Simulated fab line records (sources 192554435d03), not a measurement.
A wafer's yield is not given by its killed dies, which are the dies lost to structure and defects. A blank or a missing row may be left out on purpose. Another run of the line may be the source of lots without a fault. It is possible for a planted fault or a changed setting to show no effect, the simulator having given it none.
fab line records | flow n5-finfet
[record] lots = 4 wafers = 12 last-day = 18
route steps=1938 shown BEOL_M4@1099 BEOL_M5@1112 BEOL_M11@1556 PASSIVATION@1936
lots untouched by any fault: they come from a run of this same line in which no faults occurred
start-h: the number of hours between the record's first day and the start of the first shown wafer of the lot | wait-h: hours from the lot's prior step to this one | " repeats the value in the row above | L1.1+2: several wafers, shown together as one row | - value missing, or start not given | * or withheld: withheld | < > ~ a bound
route shown NAME@n: names a module that has steps shown in the file, with the first one's number in the route | usual: mean/standard deviation of fault-free wafers | same: alike in all rows | chamber/n: place in a boat | sites: each site's reading | _std_site: how widely they spread, as a standard deviation | _edge_site: inner sites' mean taken away from outer sites' mean | radius-mm: for every site, how far away it sits from the centre of the wafer | mask NAME#n: copy n | behind: the last tool/chamber to shape the wafer | hold: why the lot was held/for how many hours/how that ended | device: the n, p or np transistor that did not switch | end of line: the tests these same wafers got at the end of their route | for a step that has no rows: nothing shown but its recipe | killed: dies lost to structure and defects at the first sort, not the wafer's yield | map: a wafer's dies, marking killed ones x, the rest . and places with no die _
set.NAME: the run value of the setting; set.NAME@STEP: its run value at that earlier step | model.NAME: the simulator's own value behind a step, which no gauge read
certain route steps with their lots: each step a table, each wafer a row
services: a tool's chamber out of use, with start hour (start-h, from the record's first day; less than 0 if before it), hours out, and reason
[[steps]]
[step N5_BEOL_M4_ANNEAL_95]
[recipe] temp-c = 400 time-s = 240 ambient = vacuum
[step N5_BEOL_M4_SPUTTER_96]
[recipe] material = Cu target-thk-a = 45 temp-c = -20 chamber-pressure-pa = 0.07 power-w = withheld time-s = 8.29
[step N5_BEOL_M4_ECD_50]
[recipe] material = Cu target-thk-a = 3000
[step N5_BEOL_M4_ANNEAL_51]
[recipe] temp-c = 225 time-s = 90 ambient = N2
[step N5_BEOL_M4_CMP_52]
[recipe] stop-on = SiOC t-overpolish-s = 6.8 down-force-psi = 1 platen-rpm = 50 clearing-platen-down-force-psi = 1.5 clearing-platen-rpm = 50 post-cmp-clean = cu-alkaline target-thk-nm = 40 clearing-platen-pad-velocity-m-s = 0.99484 pad-velocity-m-s = 0.99484
[step N5_BEOL_M4_PRE_CLEAN_60]
[recipe] gas = NH3/H2 time-s = 15 temp-c = * rf-power-w = 300
[step N5_BEOL_M4_CO_CAP_55]
[recipe] material = Co target-thk-a = 20 temp-c = 200 precursor = CCTBA/H2 pressure-torr = 30 time-s = 102.1
[step N5_BEOL_M4_PRE_CLEAN_56]
[recipe] gas = NH3 time-s = 15 temp-c = withheld rf-power-w = 300
[step N5_BEOL_M4_DEP_57]
[recipe] material = SiCN target-thk-a = 80 temp-c = withheld precursor = 3MS/NH3 pressure-torr = 3 rf-w = 202 time-s = 14
[step N5_BEOL_M4_RC_MEAS_101]
[usual] DIBL_N = 36.4/1.2 DIBL_P = 36.1/1.6 IOFF_N = 0.156/0.024 IOFF_P = 0.21/0.031 ION_N = 674/11 ION_P = 463/6.9 SS_N = 71.5/0.5 SS_P = 73.2/0.55 VT_N = 250.0/2.9 VT_P = -250/3.6
// columns lot.wafer tool chamber start-h wait-h DIBL_N[mV/V] DIBL_P[mV/V] IOFF_N[nA/um] IOFF_P[nA/um] ION_N[uA/um] ION_P[uA/um] SS_N[mV/dec] SS_P[mV/dec] VT_N[mV] VT_P[mV]
L517.2 prober-02 0 252.79 0.2 35.6 34.5 0.134 0.17 661 452 71.4 73.2 255.2 -256
L517.3 " 0 " " 36.0 35.8 0.162 0.19 686 462 71.6 73.8 251.0 -252
L517.4 " 0 " " 37.4 37.1 0.163 0.20 673 455 71.3 73.6 251.6 -255
L520.1 prober-01 0 282.70 0.0 36.6 38.1 0.148 0.19 665 455 71.4 72.9 254.3 -253
L520.2 " 0 " " 35.0 36.0 0.119 0.17 666 458 71.1 72.8 255.6 -253
L520.3 " 0 " " 35.0 36.6 0.127 0.18 663 458 71.2 73.0 254.6 -254
L522.2 prober-02 0 284.45 0.2 37.4 38.8 0.187 0.26 689 474 71.5 73.7 247.1 -247
L522.3 " 0 " " 35.6 36.8 0.164 0.22 685 473 70.4 73.7 246.6 -245
L522.6 " 0 " " 34.8 35.7 0.144 0.20 681 471 70.6 73.1 250.7 -247
L525.2 prober-01 0 314.90 0.2 37.0 36.9 0.183 0.20 695 463 72.7 73.8 246.0 -251
L525.4 " 0 " " 36.7 36.2 0.167 0.18 680 458 71.1 73.9 249.4 -254
L525.6 " 0 " " 35.6 35.2 0.154 0.17 679 457 72.1 73.0 247.6 -254
[step N5_BEOL_M5_ILD_DEP_00]
[recipe] material = SiCOH_lowk target-thk-a = 1406.4 temp-c = 300 precursor = DEMS/porogen pressure-torr = 5 rf-w = 500 time-s = 25.9
[step N5_BEOL_M5_CURE_79]
[recipe] temp-c = 385 time-s = 240 ambient = He/Ar material = SiCOH_lowk
[step N5_BEOL_M5_PECVD_70]
[recipe] material = SiO2 target-thk-a = 160 temp-c = 400 precursor = TEOS/O2 pressure-torr = 5.5 rf-w = 450 teos-flow-sccm = 53.8 gas = O2 flow-sccm = 3000 time-s = 18
[step N5_BEOL_M5_HM_DEP_02]
[recipe] material = TiN target-thk-a = 200 temp-c = 25 chamber-pressure-pa = 0.49996
[step N5_BEOL_M5_COAT_59]
[recipe] resist = SOC temp-c = 250 time-s = 60 spin-rpm = 1500 resist-thk-nm = 60
[step N5_BEOL_M5_COAT_60]
[recipe] resist = SiARC temp-c = 220 time-s = 60 spin-rpm = 1500 resist-thk-nm = 12
[step N5_BEOL_M5_COAT_71]
[recipe] resist = underlayer temp-c = 205 time-s = 60 spin-rpm = 1500 resist-thk-nm = 5
[step N5_BEOL_M5_COAT_05]
[recipe] resist = CAR-EUV spin-rpm = 1500 resist-thk-nm = 30
[step N5_BEOL_M5_EBR_07]
[recipe] solvent = PGMEA ebr-width-mm = 1.5
[step N5_BEOL_M5_SOFTBAKE_06]
[recipe] temp-c = 110 time-s = 60 resist = CAR-EUV
[step N5_BEOL_M5_EXPOSE_08]
[recipe] mask-id = M5 na = 0.33 source-shape = annular sigma-inner = 0.4 sigma-outer = 0.8 polarization = unpolarized target-cd-nm = 28 dose-mj = 35.75
[step N5_BEOL_M5_PEB_09]
[recipe] peb-temp-c = 100 peb-time-s = 60 resist = CAR-EUV
[step N5_BEOL_M5_DEVELOP_10]
[recipe] develop-time-s = 30 developer = TMAH resist = CAR-EUV rinse-liquid = surfactant-rinse dry = air-spin dev-temp-c = 23
[step N5_BEOL_M5_DESCUM_16]
[recipe] chemistry = O2 time-s = 7 source-power-w = 50 bias-power-w = 20 pressure-mtorr = 20 rf-frequency-hz = 2.712e+07 temp-c = 40 resist = CAR-EUV o2-flow-sccm = 225
[step N5_BEOL_M5_ETCH_72]
[recipe] chemistry = N2/H2 target = underlayer target-depth-a = 65 mask-material = CAR-EUV time-s = 5.2 ion-energy-ev = 200 pressure-mtorr = 30 source-w = 840 bias-w = 150 n2-flow-sccm = 200 h2-flow-sccm = 200 ends = cleared
[step N5_BEOL_M5_ETCH_61]
[recipe] chemistry = CF4 target = SiARC target-depth-a = 156 mask-material = CAR-EUV time-s = 26 ion-energy-ev = 80 pressure-mtorr = 40 source-w = 545 bias-w = 36 Ar_flow_sccm = 100 cf4-flow-sccm = 100 ends = cleared
[step N5_BEOL_M5_ETCH_62]
[recipe] chemistry = N2/H2 target = SOC target-depth-a = 750 overetch-a = 150 mask-material = SiARC temp-c = 40 time-s = 112.5 ion-energy-ev = 200 pressure-mtorr = 30 source-w = 840 bias-w = 150 n2-flow-sccm = 200 h2-flow-sccm = 200
[step N5_BEOL_M5_STRIP_63]
[recipe] chemistry = N2/H2 temp-c = 40 n2-flow-sccm = 200 h2-flow-sccm = 200 rf-frequency-hz = 6e+07
[step N5_BEOL_M5_STRIP_73]
[recipe] chemistry = N2/H2 temp-c = 40 n2-flow-sccm = 200 h2-flow-sccm = 200 rf-frequency-hz = 6e+07
[step N5_BEOL_M5_STRIP_64]
[recipe] chemistry = CF4 resist = SiARC power-w = 300 bias-power-w = 75 pressure-mtorr = 50 cf4-flow-sccm = 150 rf-frequency-hz = 6e+07
[step N5_BEOL_M5_HM_OPEN_17]
[recipe] chemistry = Cl2/BCl3 target-depth-a = 200 overetch-a = 60 target = TiN mask-material = SOC ion-energy-ev = 150 pressure-mtorr = 10 icp-w = 1000 bias-w = 126 Cl2_flow_sccm = 53.25 bcl3-flow-sccm = 21.75 Ar_flow_sccm = 25
[step N5_BEOL_M5_STRIP_19]
[recipe] chemistry = O2 power-w = 400 temp-c = 40 pressure-mtorr = 30 rf-frequency-hz = 6e+07 bias-power-w = 0 overash-fraction = 0.2 o2-flow-sccm = 225
[step N5_BEOL_M5_COAT_65]
[recipe] resist = SOC temp-c = 250 time-s = 60 spin-rpm = 1500 resist-thk-nm = 60
[step N5_BEOL_M5_COAT_66]
[recipe] resist = SiARC temp-c = 220 time-s = 60 spin-rpm = 1500 resist-thk-nm = 12
[step N5_BEOL_M11_STRIP_67]
[recipe] chemistry = CF4 resist = SiARC power-w = 300 bias-power-w = 75 pressure-mtorr = 50 cf4-flow-sccm = 150 rf-frequency-hz = 6e+07
[usual] bias-power-w = 75.02/0.22 cf4-flow-sccm = 150.0/0.47 drypump-motor-current-A = 5.6/0.39 oes-product-au = 0.78/0.078 rf-vpp-V = 270.8/1.4 showerhead-plenum-p-Torr = 1.78/0.052 throttle-valve-pct = 13.66/0.26
// columns lot.wafer tool chamber start-h wait-h bias-power-w cf4-flow-sccm drypump-motor-current-A oes-product-au rf-hours-counter-h rf-vpp-V showerhead-plenum-p-Torr throttle-valve-pct model.SiARC_of_BEOL_M11_COAT_60.thk-nm
L517.2 rie-diel-05 0 310.16 0.0 75.31 150.3 6.0 0.69 236 271.9 1.84 14.12 0
L517.3 " 3 " " 75.09 149.1 5.6 0.79 129 270.7 1.74 13.47 0
L517.4 " 1 " " 75.32 149.5 5.5 0.68 227 268.0 1.70 13.83 0
L520.1 rie-diel-05 1 339.25 0.0 - - - - - - - - 23.4
L520.2 " 3 " " - - - - - - - - 23.6
L520.3 " 0 " " - - - - - - - - 23.8
L522.2 rie-diel-04 0 344.96 0.0 - - - - - - - - 23.4
L522.3 " 2 " " - - - - - - - - 23.6
L522.6 " 2 " " - - - - - - - - 23.6
L525.2 rie-diel-05 3 373.94 0.0 74.60 149.6 5.7 0.78 148 269.0 1.73 13.50 0
L525.4 " 3 " " 74.81 150.0 5.6 0.78 - 270.1 1.73 13.50 0
L525.6 " 3 " " 74.96 149.5 5.6 0.78 - 270.4 1.73 13.50 0
[step N5_BEOL_M11_STRIP_19]
[recipe] chemistry = O2 power-w = 400 temp-c = 40 pressure-mtorr = 30 rf-frequency-hz = 6e+07 bias-power-w = 0 overash-fraction = 0.2 o2-flow-sccm = 225
[usual] chamber-pressure-mTorr = 30.00/0.031 drypump-motor-current-A = 5.6/0.36 oes-product-au = 0.77/0.091 rf-vpp-V = 3.6/0.59 showerhead-plenum-p-Torr = 2.10/0.064 throttle-valve-pct = 16.71/0.26
[same] bias-power-w = 0
// columns lot.wafer tool chamber start-h wait-h chamber-pressure-mTorr drypump-motor-current-A oes-product-au rf-hours-counter-h rf-vpp-V showerhead-plenum-p-Torr throttle-valve-pct model.SOC_of_BEOL_M11_COAT_59.thk-nm
L517.2 rie-diel-06 2 310.32 0.1 30.04 5.9 0.69 244 3.4 2.15 16.86 0
L517.3 " 1 " " 30.00 5.7 0.70 191 3.1 2.00 16.99 0
L517.4 " 0 " " 30.00 5.7 0.92 26 4.0 2.14 16.22 0
L520.1 rie-diel-06 3 339.49 0.2 30.04 5.2 0.71 215 3.3 2.16 16.63 91.8
L520.2 " 0 " " 30.03 5.7 0.90 35 3.8 2.13 16.26 92.2
L520.3 " 1 " " 29.95 5.8 0.69 200 3.0 2.00 16.97 91.8
L522.2 rie-diel-06 1 345.12 0.1 29.97 5.8 0.69 203 2.8 2.00 17.00 92.4
L522.3 " 0 " " 29.97 5.7 0.89 38 3.9 2.13 16.25 92.2
L522.6 " 1 " " 30.03 5.8 0.70 - 3.7 2.00 17.00 92.4
L525.2 rie-diel-06 2 374.10 0.1 30.00 5.9 0.98 5 3.7 2.15 16.44 0
L525.4 " 3 " " 29.97 5.2 0.70 227 3.4 2.16 16.66 0
L525.6 " 3 " " 30.03 5.2 0.70 - 4.2 2.16 16.64 0
[step N5_BEOL_M11_ETCH_66]
[recipe] chemistry = N2/H2 target = SOC target-depth-a = 1200 overetch-a = 240 mask-material = SiARC temp-c = 40 time-s = 180 ion-energy-ev = 200 pressure-mtorr = 30 source-w = 840 bias-w = 150 n2-flow-sccm = 200 h2-flow-sccm = 200
[usual] bias-w = 150.0/0.44 drypump-motor-current-A = 5.7/0.42 oes-product-au = 0.64/0.069 rf-fwd-power-W = 837/3.1 rf-vpp-V = 523.7/2.3 showerhead-plenum-p-Torr = 2.53/0.08 throttle-valve-pct = 17.82/0.24
// columns lot.wafer tool chamber start-h wait-h bias-w drypump-motor-current-A oes-product-au rf-fwd-power-W rf-hours-counter-h rf-vpp-V showerhead-plenum-p-Torr throttle-valve-pct model.etch.depth-nm
L517.2 rie-diel-04 1 313.95 0.0 149.2 5.9 0.76 834 8 526.3 2.61 17.46 100.3
L517.3 " 2 " " 150.6 6.6 0.71 840 40 523.4 2.47 17.89 99.86
L517.4 " 3 " " 150.2 5.1 0.60 834 182 523.2 2.54 18.22 99.79
L520.1 rie-diel-04 3 340.22 0.0 150.1 5.1 0.73 836 191 525.1 2.53 18.27 142.3
L520.2 " 0 " " 150.4 5.6 0.78 841 107 522.9 2.46 17.96 145.4
L520.3 " 2 " " 149.0 6.5 0.86 837 49 521.5 2.46 17.94 144.3
L522.2 rie-diel-06 0 346.08 0.0 150.2 5.8 0.90 835 38 525.5 2.60 17.49 147.3
L522.3 " 3 " " 150.3 5.2 0.71 838 218 525.6 2.62 17.67 142.4
L522.6 " 0 " " 149.3 5.7 0.89 836 - 525.2 2.60 17.49 146.5
L525.2 rie-diel-06 3 376.22 0.0 150.1 5.2 0.57 841 228 525.6 2.62 17.68 100.7
L525.4 " 2 " " 149.9 5.9 0.77 835 6 526.7 2.60 17.48 100.5
L525.6 " 1 " " 150.5 5.8 0.56 835 - 520.9 2.41 18.01 100.8
[step N5_BEOL_M11_VIA_ETCH_34]
[recipe] chemistry = C4F6/O2 target = SiCOH_lowk target-depth-a = 1845 mask-material = SOC taper-deg = 4 time-s = 69.2 ion-energy-ev = 250 pressure-mtorr = 30 source-w = 345 bias-w = 185 Ar_flow_sccm = 300 C4F6_flow_sccm = 10 O2_flow_sccm = 10
[usual] bias-w = 185.1/0.55 drypump-motor-current-A = 5.7/0.42 oes-product-au = 0.79/0.092 rf-fwd-power-W = 342.1/1.4 rf-vpp-V = 667/8.3 showerhead-plenum-p-Torr = 2.84/0.087 throttle-valve-pct = 20.94/0.24
// columns lot.wafer tool chamber start-h wait-h bias-w drypump-motor-current-A oes-product-au rf-fwd-power-W rf-hours-counter-h rf-vpp-V showerhead-plenum-p-Torr throttle-valve-pct
L517.2 rie-diel-04 1 314.07 0.0 184.7 5.9 0.95 341.8 9 675 2.92 20.73
L517.3 " 2 " " 185.5 6.5 0.89 344.6 40 657 2.76 21.04
L517.4 " 3 " " 184.7 5.1 0.74 340.1 182 655 2.84 21.30
L520.1 rie-diel-04 3 340.34 0.0 185.5 5.1 0.28 340.7 191 656 2.84 21.15
L520.2 " 0 " " 186.4 5.6 0.28 345.1 107 667 2.75 20.85
L520.3 " 2 " " 184.5 6.5 0.32 342.6 49 657 2.76 20.89
L522.2 rie-diel-06 0 346.21 0.0 184.7 5.7 0.34 340.9 38 672 2.90 20.35
L522.3 " 3 " " 185.5 5.2 0.26 340.7 218 674 2.93 20.63
L522.6 " 0 " " 185.7 5.7 0.33 342.5 - 671 2.90 20.35
L525.2 rie-diel-06 3 376.34 0.0 184.5 5.2 0.71 341.2 228 675 2.93 20.80
L525.4 " 2 " " 185.7 5.9 0.96 342.6 6 677 2.92 20.70
L525.6 " 1 " " 185.3 5.8 0.68 339.5 - 658 2.70 21.16
[step N5_BEOL_M11_ETCH_41]
[recipe] chemistry = CH3F/O2 target = SiCN target-depth-a = 426 taper-deg = 2 time-s = 86 ion-energy-ev = 120 mask-material = TiN pressure-mtorr = 30 source-w = 395 bias-w = 75 Ar_flow_sccm = 150 CH3F_flow_sccm = 30 O2_flow_sccm = 20
[usual] bias-w = 74.99/0.22 drypump-motor-current-A = 5.7/0.42 oes-product-au = 0.79/0.091 rf-fwd-power-W = 392.0/1.5 rf-vpp-V = 297.2/1.6 showerhead-plenum-p-Torr = 1.99/0.064 throttle-valve-pct = 16.36/0.24
// columns lot.wafer tool chamber start-h wait-h bias-w drypump-motor-current-A oes-product-au rf-fwd-power-W rf-hours-counter-h rf-vpp-V showerhead-plenum-p-Torr throttle-valve-pct model.SiARC_of_BEOL_M11_COAT_60.thk-nm
L517.2 rie-diel-04 1 - - 74.95 5.9 0.93 392.6 9 297.4 2.06 16.09 0
L517.3 " 2 " " 74.89 6.6 0.88 392.2 40 296.0 1.94 16.40 0
L517.4 " 3 " " 75.09 5.1 0.74 391.1 182 297.5 1.99 16.67 0
L520.1 rie-diel-04 3 - - 74.72 5.1 0.73 391.5 191 295.1 1.99 16.70 11.2
L520.2 " 0 " " 75.05 5.6 0.78 394.7 107 294.2 1.93 16.41 11.2
L520.3 " 2 " " 74.85 6.5 0.87 393.5 50 295.8 1.93 16.40 11.4
L522.2 rie-diel-06 0 - - 74.78 5.7 0.89 391.8 39 298.5 2.04 15.91 11
L522.3 " 3 " " 74.86 5.2 0.70 391.6 218 299.1 2.06 16.29 11.4
L522.6 " 0 " " 74.93 5.7 0.90 391.8 - 299.1 2.04 15.91 11.4
L525.2 rie-diel-06 3 - - 75.43 5.2 0.70 391.3 228 296.2 2.06 16.31 0
L525.4 " 2 " " 75.39 5.9 0.97 393.1 6 298.3 2.05 16.07 0
L525.6 " 1 " " 75.42 5.8 0.68 392.7 - 294.2 1.90 16.62 0
[step N5_BEOL_M11_OCD_MEAS_38]
[usual] trench-depth-nm = 148.6/2.5
// columns lot.wafer tool chamber start-h wait-h trench-depth-nm
L517.2 ocd-02 - 314.36 - 150.0
L517.3 " - " " 149.8
L517.4 " - " " 146.2
L520.1 ocd-01 - 340.62 - -
L520.2 " - " " -
L520.3 " - " " -
L522.2 ocd-02 - 346.49 - -
L522.3 " - " " -
L522.6 " - " " -
L525.2 ocd-01 - 376.63 - 146.1
L525.4 " - " " 152.1
L525.6 " - " " 146.4
[step N5_PASSIVATION_PROBE_49]
[usual] defect-limited-yield = 91.4/1.5 killed_at_M0_to_M3 = 31/11 killed_at_M4_up = 13/5.5 killed-at-contacts = 13/6.3 killed-at-front-end = 40/13 killed-at-other = 3.3/2.6 killed-dies = 101/18 killed-on-rim = 13/4 killed-open = 67/13 killed-short = 33/7.9 sort_bin_5_function = 5.1/1 sort_bin_6_memory = 3.2/0.68 sort-n-pass = 1079/18 sort-yield-pct = 91.4/1.5
[same] gross-dies = 1180 killed-at-back-side = 0 sort_bin_4_leakage[%] = 0 sort_bin_8_speed[%] = 0
// columns lot.wafer tool chamber start-h wait-h defect-limited-yield[%] killed_at_M0_to_M3 killed_at_M4_up killed-at-contacts killed-at-front-end killed-at-other killed-dies killed-on-rim killed-open killed-short sort_bin_5_function[%] sort_bin_6_memory[%] sort-n-pass sort-yield-pct[%]
L520.1 prober-01 - 379.74 0.0 0 39 1087 11 40 3 1180 152 65 34 96.5 3.4 0 0
L520.2 prober-01 - 379.79 0.1 0 25 1094 16 42 3 1180 152 58 32 96.6 3.0 0 0
L520.3 prober-01 - 379.84 0.1 0 29 1081 10 45 15 1180 152 65 36 96.0 3.7 0 0
L522.2 prober-01 - 387.92 0.1 0 24 1104 12 35 5 1180 152 65 16 97.5 2.2 0 0
L522.3 prober-01 - 387.97 0.1 0 20 1091 3 65 1 1180 152 70 33 96.2 3.6 0 0
L522.6 prober-01 - 388.12 0.3 0 12 1108 4 50 6 1180 152 63 27 96.8 3.0 0 0
// killed by level:class
L520.1 BEOL_M11:area-etch=1080 BEOL_M3:geometric-particle:open=17 FIN_SAQP:geometric-particle:open=9 MOL_CONTACT_COAG:geometric-particle:open=9 BEOL_M2:geometric-particle:open=6 STI_FIN_REVEAL:geometric-particle:open=5 GATE_CUT:geometric-particle:short=5 BEOL_M3:geometric-particle:short=5
L520.2 BEOL_M11:area-etch=1088 MOL_CONTACT_COAG:geometric-particle:open=13 FIN_SAQP:geometric-particle:open=11 FIN_SAQP:geometric-particle:short=7 BEOL_M1:geometric-particle:open=7 DUMMY_GATE:geometric-particle:open=5 GATE_CUT:geometric-particle:short=5 BEOL_M0_SAQP:geometric-particle:short=5
L520.3 BEOL_M11:area-etch=1077 FIN_SAQP:geometric-particle:open=13 BEOL_M3:geometric-particle:open=13 MOL_CONTACT_COAG:geometric-particle:open=9 FIN_SAQP:geometric-particle:short=6 STI_FIN_REVEAL:geometric-particle:open=6 PASS1_CAP:geometric-particle:short=6 BEOL_M0_SAQP:geometric-particle:short=5
L522.2 BEOL_M11:area-etch=1099 STI_FIN_REVEAL:geometric-particle:open=13 MOL_CONTACT_COAG:geometric-particle:open=12 BEOL_M2:geometric-particle:open=8 DUMMY_GATE:geometric-particle:open=7 BEOL_M2:geometric-particle:short=7 GATE_CUT:geometric-particle:short=4 BEOL_M4:geometric-particle:open=4
L522.3 BEOL_M11:area-etch=1077 STI_FIN_REVEAL:geometric-particle:open=19 FIN_SAQP:geometric-particle:open=9 DUMMY_GATE:geometric-particle:open=8 BEOL_M4:geometric-particle:open=7 FIN_SAQP:geometric-particle:short=6 STI_FIN_REVEAL:geometric-particle:short=6 BEOL_M1:geometric-particle:open=5
L522.6 BEOL_M11:area-etch=1090 STI_FIN_REVEAL:geometric-particle:open=20 BEOL_M4:geometric-particle:open=13 FIN_SAQP:geometric-particle:short=7 FIN_SAQP:geometric-particle:open=7 STI_FIN_REVEAL:geometric-particle:short=5 BEOL_M2:geometric-particle:short=5 DUMMY_GATE:geometric-particle:open=4
// map L520.1 (x killed, . not)
_________________xxxxxxxxxxxx________________
______________xxxxxxxxxxxxxxxxxx_____________
___________xxxxxxxxxxxxxxxxxxxxxxxx__________
__________xxxxxxxxxxxxxxxxxxxxxxxxxx_________
________xxxxxxxxxxxxxxxxxxxxxxxxxxxxxx_______
_______xxxxxxxxxxxxxxxxxxxxxxxxxxxxxxxx______
______xxxxxxxxxxxxxxxxxxxxxxxxxxxxxxxxxx_____
_____xxxxxxxxxxxxxxxxxxxxxxxxxxxxxxxxxxxx____
____xxxxxxxxxxxxxxxxxxxxxxxxxxxxxxxxxxxxxx___
___xxxxxxxxxxxxxxxxxxxxxxxxxxxxxxxxxxxxxxxx__
___xxxxxxxxxxxxxxxxxxxxxxxxxxxxxxxxxxxxxxxx__
__xxxxxxxxxxxxxxxxxxxxxxxxxxxxxxxxxxxxxxxxxx_
__xxxxxxxxxxxxxxxxxxxxxxxxxxxxxxxxxxxxxxxxxx_
_xxxxxxxxxxxxxxxxxxxxxxxxxxxxxxxxxxxxxxxxxxxx
_xxxxxxxxxxxxxxxxxxxxxxxxxxxxxxxxxxxxxxxxxxxx
_xxxxxxxxxxxxxxxxxxxxxxxxxxxxxxxxxxxxxxxxxxxx
_xxxxxxxxxxxxxxxxxxxxxxxxxxxxxxxxxxxxxxxxxxxx
_xxxxxxxxxxxxxxxxxxxxxxxxxxxxxxxxxxxxxxxxxxxx
_xxxxxxxxxxxxxxxxxxxxxxxxxxxxxxxxxxxxxxxxxxxx
_xxxxxxxxxxxxxxxxxxxxxxxxxxxxxxxxxxxxxxxxxxxx
_xxxxxxxxxxxxxxxxxxxxxxxxxxxxxxxxxxxxxxxxxxxx
__xxxxxxxxxxxxxxxxxxxxxxxxxxxxxxxxxxxxxxxxxx_
__xxxxxxxxxxxxxxxxxxxxxxxxxxxxxxxxxxxxxxxxxx_
___xxxxxxxxxxxxxxxxxxxxxxxxxxxxxxxxxxxxxxxx__
___xxxxxxxxxxxxxxxxxxxxxxxxxxxxxxxxxxxxxxxx__
____xxxxxxxxxxxxxxxxxxxxxxxxxxxxxxxxxxxxxx___
_____xxxxxxxxxxxxxxxxxxxxxxxxxxxxxxxxxxxx____
______xxxxxxxxxxxxxxxxxxxxxxxxxxxxxxxxxx_____
_______xxxxxxxxxxxxxxxxxxxxxxxxxxxxxxxx______
________xxxxxxxxxxxxxxxxxxxxxxxxxxxxxx_______
__________xxxxxxxxxxxxxxxxxxxxxxxxxx_________
___________xxxxxxxxxxxxxxxxxxxxxxxx__________
______________xxxxxxxxxxxxxxxxxx_____________
_________________xxxxxxxxxxxx________________
// map L522.2 (x killed, . not)
_________________xxxxxxxxxxxx________________
______________xxxxxxxxxxxxxxxxxx_____________
___________xxxxxxxxxxxxxxxxxxxxxxxx__________
__________xxxxxxxxxxxxxxxxxxxxxxxxxx_________
________xxxxxxxxxxxxxxxxxxxxxxxxxxxxxx_______
_______xxxxxxxxxxxxxxxxxxxxxxxxxxxxxxxx______
______xxxxxxxxxxxxxxxxxxxxxxxxxxxxxxxxxx_____
_____xxxxxxxxxxxxxxxxxxxxxxxxxxxxxxxxxxxx____
____xxxxxxxxxxxxxxxxxxxxxxxxxxxxxxxxxxxxxx___
___xxxxxxxxxxxxxxxxxxxxxxxxxxxxxxxxxxxxxxxx__
___xxxxxxxxxxxxxxxxxxxxxxxxxxxxxxxxxxxxxxxx__
__xxxxxxxxxxxxxxxxxxxxxxxxxxxxxxxxxxxxxxxxxx_
__xxxxxxxxxxxxxxxxxxxxxxxxxxxxxxxxxxxxxxxxxx_
_xxxxxxxxxxxxxxxxxxxxxxxxxxxxxxxxxxxxxxxxxxxx
_xxxxxxxxxxxxxxxxxxxxxxxxxxxxxxxxxxxxxxxxxxxx
_xxxxxxxxxxxxxxxxxxxxxxxxxxxxxxxxxxxxxxxxxxxx
_xxxxxxxxxxxxxxxxxxxxxxxxxxxxxxxxxxxxxxxxxxxx
_xxxxxxxxxxxxxxxxxxxxxxxxxxxxxxxxxxxxxxxxxxxx
_xxxxxxxxxxxxxxxxxxxxxxxxxxxxxxxxxxxxxxxxxxxx
_xxxxxxxxxxxxxxxxxxxxxxxxxxxxxxxxxxxxxxxxxxxx
_xxxxxxxxxxxxxxxxxxxxxxxxxxxxxxxxxxxxxxxxxxxx
__xxxxxxxxxxxxxxxxxxxxxxxxxxxxxxxxxxxxxxxxxx_
__xxxxxxxxxxxxxxxxxxxxxxxxxxxxxxxxxxxxxxxxxx_
___xxxxxxxxxxxxxxxxxxxxxxxxxxxxxxxxxxxxxxxx__
___xxxxxxxxxxxxxxxxxxxxxxxxxxxxxxxxxxxxxxxx__
____xxxxxxxxxxxxxxxxxxxxxxxxxxxxxxxxxxxxxx___
_____xxxxxxxxxxxxxxxxxxxxxxxxxxxxxxxxxxxx____
______xxxxxxxxxxxxxxxxxxxxxxxxxxxxxxxxxx_____
_______xxxxxxxxxxxxxxxxxxxxxxxxxxxxxxxx______
________xxxxxxxxxxxxxxxxxxxxxxxxxxxxxx_______
__________xxxxxxxxxxxxxxxxxxxxxxxxxx_________
___________xxxxxxxxxxxxxxxxxxxxxxxx__________
______________xxxxxxxxxxxxxxxxxx_____________
_________________xxxxxxxxxxxx________________
[[services]]
// columns tool chamber start-h hours kind
rie-diel-06 2 331.19 - clean
rie-diel-06 2 331.19 - consumable-replace:focus-ring
rie-diel-06 2 331.19 25.2 scheduled-down
rie-diel-06 2 331.19 25.2 vent-cycle
rie-diel-04 1 335.55 41.2 repair
rie-diel-05 0 361.04 - clean
rie-diel-05 0 361.04 - consumable-replace:focus-ring
rie-diel-05 0 361.04 27.7 scheduled-down
rie-diel-05 0 361.04 27.7 vent-cycle
rie-diel-05 1 370.95 7.8 repair
[[key]]
[first-sign] step = N5_BEOL_M11_STRIP_67 reading = tool-record direction = missing
[effect] step = N5_BEOL_M11_ETCH_66 reading = oes-product-au direction = up sigmas = 2.6 usual = 0.64 struck = 0.81 wafers-moved = 4
[effect] step = N5_BEOL_M11_VIA_ETCH_34 reading = oes-product-au direction = down sigmas = 5.3 usual = 0.79 struck = 0.30
[effect] step = N5_BEOL_M11_OCD_MEAS_38 reading = trench-depth-nm direction = missing
[effect] step = N5_PASSIVATION_PROBE_49 reading = killed_at_M4_up direction = up sigmas = 99+ usual = 13 struck = 1094
[model-effect] step = N5_BEOL_M11_STRIP_67 value = SiARC_of_BEOL_M11_COAT_60.thk-nm without = 0 struck = 23.57
[model-effect] step = N5_BEOL_M11_STRIP_19 value = SOC_of_BEOL_M11_COAT_59.thk-nm without = 0 struck = 92.13
[model-effect] step = N5_BEOL_M11_ETCH_66 value = etch.depth-nm without = 100.4 struck = 144.7
[model-effect] step = N5_BEOL_M11_ETCH_41 value = SiARC_of_BEOL_M11_COAT_60.thk-nm without = 0 struck = 11.27
[more-kills-born-at] N5_BEOL_M11_ETCH_66@rie-diel-06 = 3266 N5_BEOL_M11_ETCH_66@rie-diel-04 = 3245
met-at N5_BEOL_M11_STRIP_67
struck-wafers L520.1,L520.2,L520.3,L522.2,L522.3,L522.6
later-rows-left-out L520.1,L520.2,L520.3,L522.2,L522.3,L522.6
onset-between 310.16 339.25
[fault] kind = skipped-step-whole tool = rie-diel-04,rie-diel-05 chamber = - onset-h = 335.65 steps = N5_BEOL_M11_STRIP_67 scope = struck-lots-only
// later-rows-left-out: the simulator's readings of these wafers behind a module that went badly wrong aren't trusted and aren't shown, but for the sort
